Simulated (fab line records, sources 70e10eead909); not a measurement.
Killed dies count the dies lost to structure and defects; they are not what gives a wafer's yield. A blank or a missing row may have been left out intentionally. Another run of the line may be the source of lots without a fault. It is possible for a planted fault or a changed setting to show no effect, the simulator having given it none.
fab line records    flow nand_harc    part 2 of 2: steps 26 to 34 of 34
[record] lots = 5  wafers = 15  last_day = 33
route steps=1302 shown A_CONTACT@1010
lots with no fault: from the same line, run without faults
start_h: hours from the record's opening day to when the first of the lot's shown wafers began    wait_h: how many hours have passed since the lot's step before this one    " unchanged from the row above    L1.1+2: one row covering several wafers at once    - no value, or no start was given    * or withheld: withheld    < > ~ a bound
route shown NAME@n: a module of which the file shows steps, and the number in the route of the first    usual: mean/standard deviation of fault-free wafers    same: alike in all rows    chamber/n: place in a boat    sites: each site's reading    _std_site: standard deviation of those values    _edge_site: mean of outer sites minus mean of inner sites    radius_mm: how far each site lies from the wafer's centre    mask NAME#n: copy n    behind: the tool/chamber that last shaped the wafer    hold: the reason the lot was held/the length of the hold in hours/how it ended    device: the n, p or np transistor that did not switch    end of line: at the end of the route, the tests of the same wafers    a step with no rows: only its recipe    killed: count of dies lost to structure and defects at first sort (not the wafer's yield)    map: a wafer's dies, marking killed ones x, the rest . and places with no die _
set.NAME: the setting that was run; set.NAME@STEP: the one run at that earlier step    model.NAME: the simulator's own value behind a step, which no gauge read
lots seen at some steps along the route; tables by step, rows by wafer
services: a tool's chamber out of use, with start hour (start_h, from the record's first day; less than 0 if before it), hours out, and reason
[[steps]]
[step NHARC_A_CONTACT_EBR_65]
lot.wafer   tool            chamber  start_h  wait_h
L074.1+3+4  litho_track-04  0        -        -
L082.3+5+6  litho_track-01  0        -        -
L085.2+4+5  litho_track-01  0        -        -
L091.1+3+5  litho_track-06  0        -        -
L096.2+4+6  litho_track-01  0        -        -
[step NHARC_A_CONTACT_EXPOSE_66]
[recipe] na = 1.35  sigma_outer = 0.8  dose_mj = 59.02  mask_id = A_CC_2
[usual] stage_vel_mm_s = 500.00/0.22
lot.wafer  tool             chamber  start_h  wait_h  mask      stage_vel_mm_s
L074.1     arfi_scanner-03  0        500.55   -       A_CC_2#0  500.16
L074.3     "                0        "        "       A_CC_2#0  499.94
L074.4     "                0        "        "       A_CC_2#0  500.04
L082.3     arfi_scanner-01  0        587.83   -       A_CC_2#0  500.05
L082.5     "                0        "        "       A_CC_2#0  499.56
L082.6     "                0        "        "       A_CC_2#0  500.14
L085.2     arfi_scanner-03  0        616.74   -       A_CC_2#0  499.81
L085.4     "                0        "        "       A_CC_2#0  499.80
L085.5     "                0        "        "       A_CC_2#0  499.98
L091.1     arfi_scanner-01  0        662.53   -       A_CC_2#0  499.50
L091.3     "                0        "        "       A_CC_2#0  500.13
L091.5     "                0        "        "       A_CC_2#0  499.92
L096.2     arfi_scanner-01  0        719.55   -       A_CC_2#0  499.95
L096.4     "                0        "        "       A_CC_2#0  499.91
L096.6     "                0        "        "       A_CC_2#0  500.07
[step NHARC_A_CONTACT_PEB_67]
[recipe] peb_temp_c = 100  peb_time_s = 65
lot.wafer   tool            chamber  start_h  wait_h
L074.1+3+4  litho_track-06  0        500.61   0.1
L082.3+5+6  litho_track-04  0        587.88   0.0
L085.2+4+5  litho_track-06  0        616.80   0.1
L091.1+3+5  litho_track-04  0        662.59   0.1
L096.2+4+6  litho_track-04  0        719.61   0.1
[step NHARC_A_CONTACT_DEVELOP_68]
[recipe] develop_time_s = 35  dev_temp_c = 23
[usual] developer_temp_C = 22.99/0.093
lot.wafer  tool            chamber  start_h  wait_h  developer_temp_C
L074.1     litho_track-06  0        -        -       22.98
L074.3     "               0        "        "       23.08
L074.4     "               0        "        "       22.95
L082.3     litho_track-04  0        -        -       22.98
L082.5     "               0        "        "       22.94
L082.6     "               0        "        "       23.02
L085.2     litho_track-06  0        -        -       23.02
L085.4     "               0        "        "       22.92
L085.5     "               0        "        "       22.95
L091.1     litho_track-04  0        -        -       23.00
L091.3     "               0        "        "       23.04
L091.5     "               0        "        "       22.88
L096.2     litho_track-04  0        -        -       22.97
L096.4     "               0        "        "       23.02
L096.6     "               0        "        "       22.93
[step NHARC_A_CONTACT_CD_MEAS_69]
[recipe] target_cd_nm = 300  landing_energy_ev = 500
[usual] cd_nm = 300.0/0.52
lot.wafer  tool       chamber  start_h  wait_h  cd_nm
L074.1     cd_sem-01  0        500.69   -       300.6
L074.3     "          0        "        "       300.5
L074.4     "          0        "        "       300.9
L082.3     cd_sem-03  0        587.96   -       300.2
L082.5     "          0        "        "       299.5
L082.6     "          0        "        "       300.1
L085.2     cd_sem-03  0        616.88   -       299.6
L085.4     "          0        "        "       299.1
L085.5     "          0        "        "       299.9
L091.1     cd_sem-02  0        662.67   -       300.0
L091.3     "          0        "        "       300.8
L091.5     "          0        "        "       300.3
L096.2     cd_sem-03  0        719.69   -       299.9
L096.4     "          0        "        "       300.1
L096.6     "          0        "        "       300.3
[step NHARC_A_CONTACT_OVL_MEAS_70]
[usual] overlay_x_nm = 0.0/0.73  overlay_y_nm = 0.2/0.72
lot.wafer  tool        chamber  start_h  wait_h  overlay_x_nm  overlay_y_nm
L074.1     overlay-01  -        500.78   -       -0.7          -0.3
L074.3     "           -        "        "       -0.3          -0.6
L074.4     "           -        "        "       -1.2          -0.3
L082.3     overlay-02  -        588.05   -       0.3           0.4
L082.5     "           -        "        "       0.1           0.9
L082.6     "           -        "        "       0.0           1.2
L085.2     overlay-02  -        616.97   -       0.0           0.6
L085.4     "           -        "        "       0.1           -0.1
L085.5     "           -        "        "       0.0           0.1
L091.1     overlay-02  -        662.76   -       0.3           -0.4
L091.3     "           -        "        "       0.5           -0.8
L091.5     "           -        "        "       0.8           -0.4
L096.2     overlay-01  -        719.78   -       -1.5          0.0
L096.4     "           -        "        "       -2.1          0.0
L096.6     "           -        "        "       -1.4          -0.5
[step NHARC_A_CONTACT_INSPECT_71]
[usual] raw_defect_count = 83/43
lot.wafer  tool               chamber  start_h  wait_h  raw_defect_count
L074.1     defect_inspect-02  -        500.81   0.0     145
L074.3     "                  -        "        "       152
L074.4     "                  -        "        "       158
L082.3     defect_inspect-02  -        588.08   0.0     87
L082.5     "                  -        "        "       91
L082.6     "                  -        "        "       99
L085.2     defect_inspect-01  -        617.01   0.0     24
L085.4     "                  -        "        "       28
L085.5     "                  -        "        "       28
L091.1     defect_inspect-01  -        662.80   0.0     104
L091.3     "                  -        "        "       126
L091.5     "                  -        "        "       100
L096.2     defect_inspect-02  -        719.81   0.0     19
L096.4     "                  -        "        "       22
L096.6     "                  -        "        "       22
[step NHARC_A_CONTACT_DESCUM_74]
[recipe] time_s = 3  o2_flow_sccm = 200  ar_flow_sccm = 0  bias_power_w = 0  chemistry = O2
[usual] drypump_motor_current_A = 5.5/0.46  oes_product_au = 1.001/0.011  rf_vpp_V = 57.7/0.84  showerhead_plenum_p_Torr = 1.88/0.085  throttle_valve_pct = 11.312/0.0087
[same] bias_power_w = 0
lot.wafer  tool         chamber  start_h  wait_h  drypump_motor_current_A  oes_product_au  rf_hours_counter_h  rf_vpp_V  showerhead_plenum_p_Torr  throttle_valve_pct
L074.1     rie_diel-13  2        500.87   0.1     4.9                      1.006           24                  56.5      1.79                      11.308
L074.3     "            3        "        "       5.5                      1.008           24                  58.4      1.86                      11.321
L074.4     "            1        "        "       5.7                      1.011           27                  56.9      1.97                      11.309
L082.3     rie_diel-13  2        588.15   0.1     4.9                      0.999           10                  58.5      1.79                      11.314
L082.5     "            1        "        "       5.6                      0.992           -                   57.1      1.97                      11.305
L082.6     "            2        "        "       4.9                      1.001           -                   58.1      1.79                      11.310
L085.4     rie_diel-13  1        617.07   0.1     5.7                      0.994           16                  58.9      1.97                      11.312
L085.2     "            3        "        "       5.6                      1.000           15                  58.2      1.86                      11.310
L085.5     "            1        "        "       5.7                      0.981           -                   57.0      1.97                      11.333
L091.1     rie_diel-13  2        662.87   0.1     4.9                      0.998           26                  59.4      1.78                      11.304
L091.3     "            3        "        "       5.5                      1.000           28                  59.0      1.85                      11.306
L091.5     "            1        "        "       5.7                      0.999           -                   57.3      1.96                      11.314
L096.4     rie_diel-13  0        719.88   0.1     5.2                      0.985           3                   58.9      1.91                      11.320
L096.2     "            1        "        "       5.7                      1.002           4                   57.8      1.96                      11.317
L096.6     "            3        "        "       5.6                      0.992           -                   57.7      1.85                      11.308
[step NHARC_A_CONTACT_ETCH_75]
[recipe] target_depth_a = 390  over_etch_frac = 0.3  time_s = 65  ion_energy_ev = 80  cf4_flow_sccm = 150  ar_flow_sccm = 0  rf_w = 300  bias_w = 100  chemistry = CF4
[usual] drypump_motor_current_A = 5.5/0.47  oes_product_au = 1.000/0.0099  rf_fwd_power_W = 296.6/1.2  rf_vpp_V = 150.8/1.1  showerhead_plenum_p_Torr = 1.74/0.072  throttle_valve_pct = 13.285/0.0089
lot.wafer  tool         chamber  start_h  wait_h  drypump_motor_current_A  oes_product_au  rf_fwd_power_W  rf_hours_counter_h  rf_vpp_V  showerhead_plenum_p_Torr  throttle_valve_pct
L074.3     rie_diel-13  1        500.96   0.1     5.6                      1.001           296.1           27                  151.3     1.82                      13.277
L074.1     "            2        "        "       4.9                      0.997           296.4           24                  149.4     1.67                      13.276
L074.4     "            0        "        "       5.2                      0.998           296.0           26                  149.7     1.77                      13.284
L082.3     rie_diel-13  2        588.31   0.1     4.9                      1.001           296.7           10                  150.4     1.66                      13.274
L082.6     "            2        "        "       4.9                      1.002           296.9           -                   150.5     1.66                      13.292
L082.5     "            3        "        "       5.6                      1.008           297.8           -                   150.1     1.72                      13.275
L085.4     rie_diel-13  2        617.15   0.1     4.9                      1.009           295.0           15                  149.2     1.66                      13.283
L085.2     "            3        "        "       5.6                      0.995           296.0           15                  151.9     1.72                      13.295
L085.5     "            2        "        "       4.9                      0.998           295.1           -                   150.4     1.66                      13.291
L091.1     rie_diel-13  1        662.95   0.1     5.7                      0.996           295.0           25                  152.2     1.81                      13.294
L091.3     "            2        "        "       4.9                      1.004           297.2           26                  150.0     1.66                      13.276
L091.5     "            3        "        "       5.6                      1.008           297.2           -                   151.7     1.72                      13.281
L096.4     rie_diel-13  0        719.96   0.1     5.2                      0.999           295.6           3                   152.0     1.76                      13.285
L096.2     "            2        "        "       4.9                      1.003           297.1           4                   150.1     1.66                      13.284
L096.6     "            0        "        "       5.2                      0.986           296.1           -                   150.2     1.76                      13.292
[[services]]
tool             chamber  start_h  hours  kind
rie_diel-06      -        485.10   9.0    pm
har_cap_etch-01  -        497.00   17.0   pm
har_cap_etch-02  -        498.05   0.2    repair
litho_track-01   -        505.00   7.0    pm
rie_diel-13      -        519.00   9.0    pm
litho_track-06   -        529.00   7.0    pm
pecvd-04         -        530.24   1.7    repair
har_cap_etch-01  -        533.08   1.5    repair
acl_dep-01       -        549.60   13.0   pm
litho_track-04   -        553.00   7.0    pm
har_cap_etch-03  -        571.77   11.1   repair
rie_diel-06      -        595.66   1.1    repair
har_cap_etch-03  -        603.79   0.5    repair
rie_diel-12      -        622.52   9.0    pm
rie_diel-12      3        659.32   4.4    repair
rie_diel-06      3        659.80   7.1    repair
rie_diel-06      -        662.19   9.0    pm
litho_track-01   -        680.00   7.0    pm
rie_diel-06      0        684.17   3.9    repair
rie_diel-06      3        685.44   4.0    repair
rie_diel-13      -        696.00   9.0    pm
litho_track-06   -        704.00   7.0    pm
rie_diel-06      1        712.29   6.2    repair
rie_diel-12      3        715.36   4.2    repair
